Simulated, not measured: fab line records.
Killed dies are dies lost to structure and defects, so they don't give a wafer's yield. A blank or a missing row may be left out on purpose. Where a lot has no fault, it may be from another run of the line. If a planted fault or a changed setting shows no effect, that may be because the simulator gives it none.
Which tool was responsible? ; flow nand harc ; 33 wafers from 11 lots sampled at 4 of the route's 1159 steps

## WHAT EACH GAUGE READ, for each wafer
NHARC_A_CHANNEL_HOLE_D1_INSPECT_40.
lot;measured;on;raw defect count
L909;day 9 10:12;defect inspect-01;66 86 55
L911;day 9 15:10;defect inspect-01;43 49 58
L912;day 10 03:05;defect inspect-02;73 86 72
L916;day 10 22:52;defect inspect-01;44 50 37
L919;day 11 16:59;defect inspect-02;35 32 35
L918;day 11 21:08;defect inspect-02;72 57 51
L921;day 12 04:29;defect inspect-02;656 741 674
L922;day 12 13:11;defect inspect-02;701 690 692
L923;day 12 19:31;defect inspect-01;736 703 716
L926;day 13 03:08;defect inspect-01;29 44 51
L929;day 14 14:37;defect inspect-01;64 69 74

## WHAT TOOL EACH LOT RAN ON (gives the tool, then ch and the chambers of the sampled wafers, and finally the start)
lot;NHARC_A_CHANNEL_HOLE_D1_ETCH_39;NHARC_A_CHANNEL_HOLE_D1_ETCH_21;NHARC_A_CHANNEL_HOLE_D1_ETCH_24
L909;rie diel-02 ch 0,1,3, day 9 01:07;har etch-01 ch 0,1, day 9 04:59;har etch-01 ch 0,1, day 9 06:45
L911;rie diel-09 ch 0,2,3, day 9 08:31;har etch-01 ch 0,1, day 9 09:58;har etch-01 ch 0,1, day 9 11:43
L912;rie diel-09 ch 0,3, day 9 18:46;har etch-01 ch 0,1, day 9 21:43;har etch-01 ch 0,1, day 9 23:26
L916;rie diel-09 ch 0,1,3, day 10 15:59;har etch-02 ch 0,1, day 10 17:26;har etch-02 ch 0,1, day 10 19:07
L919;rie diel-02 ch 0,1,3, day 11 10:16;har etch-02 ch 0,1, day 11 11:39;har etch-02 ch 0,1, day 11 13:22
L918;rie diel-09 ch 0,1,3, day 11 11:11;har etch-02 ch 0,1, day 11 15:53;har etch-02 ch 0,1, day 11 17:39
L921;rie diel-02 ch 0,2,3, day 11 21:47;har etch-01 ch 0,1, day 11 23:17;har etch-01 ch 0,1, day 12 01:02
L922;rie diel-02 ch 0,1,3, day 12 06:25;har etch-01 ch 0,1, day 12 07:52;har etch-01 ch 0,1, day 12 09:34
L923;rie diel-02 ch 0,1, day 12 12:23;har etch-01 ch 0,1, day 12 14:00;har etch-01 ch 0,1, day 12 15:49
L926;rie diel-07 ch 1,2,3, day 12 20:11;har etch-02 ch 0,1, day 12 21:54;har etch-02 ch 0,1, day 12 23:40
L929;rie diel-07 ch 0,1,2, day 14 03:35;har etch-02 ch 0,1, day 14 09:01;har etch-02 ch 0,1, day 14 10:42
- NHARC_A_CHANNEL_HOLE_D1_ETCH_39: etches the open film in N2/H2, target depth 260 nm, time 325 s.
- NHARC_A_CHANNEL_HOLE_D1_ETCH_21: etches the open film in C4F8/O2/Ar, time 514.3 s, target depth 1600 nm.
- NHARC_A_CHANNEL_HOLE_D1_ETCH_24: etches the open film in C4F8/O2/Ar, time 906.2 s, target depth 1500 nm.

## THE ANSWER, worked out from the rows above alone
Rule: what is usual is taken from the lots themselves. Put in order of their means at a reading, lots are off if they are a third of the lots or fewer, leave a main group of 4 or more, and stand apart from it by a gap of 3 or more times the standard deviation of the main group's means; of several such gaps the widest counts. A main group whose means are all the same, to the digits that the tables above print for the reading, isn't used. A lot without any number at a reading at which 4 lots or more have one is off too. Any other lot the step has rows for is counted as sound.
Off at NHARC_A_CHANNEL_HOLE_D1_INSPECT_40 (raw defect count): L921, L922, L923. Main group: mean 56, sd 14.
If a tool, at a process step before that reading, ran all the lots that are off and no sound lot after the first of them, it fits. Gauges at NHARC_A_CHANNEL_HOLE_D1_INSPECT_40: tried the same way as those tools. 2 tools fit, rie diel-02 at NHARC_A_CHANNEL_HOLE_D1_ETCH_39 and har etch-01 at NHARC_A_CHANNEL_HOLE_D1_ETCH_21 and NHARC_A_CHANNEL_HOLE_D1_ETCH_24, so this cannot tell which one it is.

## WHAT THE SIMULATOR PUT IN
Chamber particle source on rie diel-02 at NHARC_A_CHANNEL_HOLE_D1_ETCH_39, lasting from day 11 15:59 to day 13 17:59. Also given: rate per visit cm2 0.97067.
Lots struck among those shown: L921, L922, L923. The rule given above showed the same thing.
